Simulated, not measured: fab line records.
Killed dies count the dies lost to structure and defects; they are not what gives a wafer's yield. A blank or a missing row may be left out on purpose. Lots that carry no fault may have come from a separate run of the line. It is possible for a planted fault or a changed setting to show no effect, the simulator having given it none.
Struck lot and sound lot, side by side :: flow n5-finfet :: 37 out of 1938 route steps
Sound: wafers L196.3, L196.4, L196.6. Wafers L190.2, L190.5, L190.6 were the ones struck. Last of all comes the cause.
Each step with rows lists, per side, the tool, then ch with its chambers, then its first start. Under that, the readings that differ: sound wafers :: struck wafers :: difference of the means :: sigmas: that difference in standard deviations of wafers without a fault.
alike: readings whose means differ by less than 2 such deviations, and words and numbers that are the same on both sides. not compared: withheld readings, readings that some wafer has no value for, bounds like >300 that may hide the same value, and numbers for which the record gives no deviation and whose values overlap.
The two part at a step that has a row with sigmas, a row that says differs or no value, or rows on one side only. When numbers do not overlap yet have no deviation, they are printed without sigmas and do not part them. A reading that every wafer of one side lacks parts them only if that side has two wafers or more.

first, 8 steps without rows for these wafers: N5_BEOL_M8_SPUTTER_48 (material Cu, target thk 10 nm, time 1.667 s); N5_BEOL_M8_ECD_50 (material Cu, target thk 300 nm); N5_BEOL_M8_ANNEAL_51 (time 90 s); N5_BEOL_M8_CMP_52 (polishes, stops on SiCOH lowk, t overpolish 6.9 s, target thk 80 nm); N5_BEOL_M8_PRE_CLEAN_55 (time 15 s); N5_BEOL_M8_DEP_56 (deposits SiCN from 3MS/NH3, target thk 10 nm, time 17.5 s); N5_BEOL_M9_ILD_DEP_00 (deposits SiCOH lowk from DEMS/porogen, target thk 308.51 nm, time 58 s); N5_BEOL_M9_CURE_71 (cures SiCOH lowk, time 240 s).
N5_BEOL_M9_PECVD_70: deposits SiO2 from TEOS/O2, target thk 20 nm, time 22.7 s.
  sound on pecvd-03 ch 0,1,2, day 15 07:49; struck on pecvd-04 ch 0,1,2, day 13 17:26
  alike: heater-power-w, showerhead-plenum-p-Torr, susceptor-temp-C, throttle-valve-pct
then, 9 steps without rows for these wafers: N5_BEOL_M9_HM_DEP_02 (deposits TiN, target thk 20 nm); N5_BEOL_M9_COAT_59 (time 60 s, resist thk 100 nm); N5_BEOL_M9_COAT_60 (time 60 s, resist thk 30 nm); N5_BEOL_M9_COAT_05 (resist thk 90 nm); N5_BEOL_M9_EBR_07; N5_BEOL_M9_SOFTBAKE_06 (time 60 s); N5_BEOL_M9_EXPOSE_08 (exposes mask M9); N5_BEOL_M9_PEB_09 (peb time 60 s); N5_BEOL_M9_DEVELOP_10 (develop time 30 s).
N5_BEOL_M9_INSPECT_13: inspects for defects (brightfield).
  struck on defect-inspect-01, day 13 19:12; sound on defect-inspect-02, day 15 09:16
reading: raw-defect-count
sound: 367 341 345
struck: 702 832 765
difference: +415
sigmas: +4
then, 16 steps without rows for these wafers: N5_BEOL_M9_DESCUM_16 (chemistry O2, time 7.9 s); N5_BEOL_M9_ETCH_61 (etches SiARC in CF4, target depth 39 nm, time 65 s); N5_BEOL_M9_ETCH_62 (etches SOC in N2/H2, target depth 110 nm, overetch 22 nm, time 165 s); N5_BEOL_M9_STRIP_68 (strips in N2/H2); N5_BEOL_M9_STRIP_67 (strips in CF4); N5_BEOL_M9_HM_OPEN_17 (chemistry Cl2/BCl3, target TiN, target depth 20 nm, overetch 6 nm); N5_BEOL_M9_STRIP_19 (strips in O2); N5_BEOL_M9_COAT_63 (time 60 s, resist thk 60 nm); N5_BEOL_M9_COAT_64 (time 60 s, resist thk 12 nm); N5_BEOL_M9_COAT_75 (time 60 s, resist thk 5 nm); N5_BEOL_M9_COAT_22 (resist thk 30 nm); N5_BEOL_M9_EBR_24; N5_BEOL_M9_SOFTBAKE_23 (time 60 s); N5_BEOL_M9_EXPOSE_25 (exposes mask V8); N5_BEOL_M9_PEB_26 (peb time 60 s); N5_BEOL_M9_DEVELOP_27 (develop time 30 s).
N5_BEOL_M9_INSPECT_30: inspects for defects (brightfield).
  struck on defect-inspect-02, day 13 20:50; sound on defect-inspect-01, day 15 12:10
reading: raw-defect-count
sound: 428 398 394
struck: 673 767 690
difference: +303
sigmas: +3
-- here the record skips 3 days between the struck wafers' starts before and after, leaving off in module BEOL_M9 and picking up in module PASSIVATION (first step shown: number 1936 of the route) --
N5_PASSIVATION_PROBE_49:
  struck on prober-02, day 16 16:20; sound on prober-01, day 17 21:34
reading: defect-limited-yield (%)
sound: 89.5 92.2 87.7
struck: 81.6 82.7 86.3
difference: -6.3
sigmas: -4

reading: killed_at_M4_up
sound: 13 10 34
struck: 123 134 64
difference: +88
sigmas: +14

reading: killed-dies
sound: 124 92 145
struck: 217 204 162
difference: +74
sigmas: +4

reading: sort_bin_5_function (%)
sound: 5.8 4.7 8.1
struck: 11.8 12.1 7.5
difference: +4.3
sigmas: +4

reading: sort-n-pass
sound: 1056 1088 1035
struck: 963 976 1018
difference: -74
sigmas: -4

reading: sort-yield-pct (%)
sound: 89.5 92.2 87.7
struck: 81.6 82.7 86.3
difference: -6.3
sigmas: -4
  alike: killed_at_M0_to_M3, killed-at-contacts, killed-at-front-end, killed-at-other, killed-open, killed-short, sort_bin_6_memory

## WHERE THEY PART
At N5_BEOL_M9_INSPECT_13 first; at N5_PASSIVATION_PROBE_49 last (within this record only).

WHY: what the simulator had put in
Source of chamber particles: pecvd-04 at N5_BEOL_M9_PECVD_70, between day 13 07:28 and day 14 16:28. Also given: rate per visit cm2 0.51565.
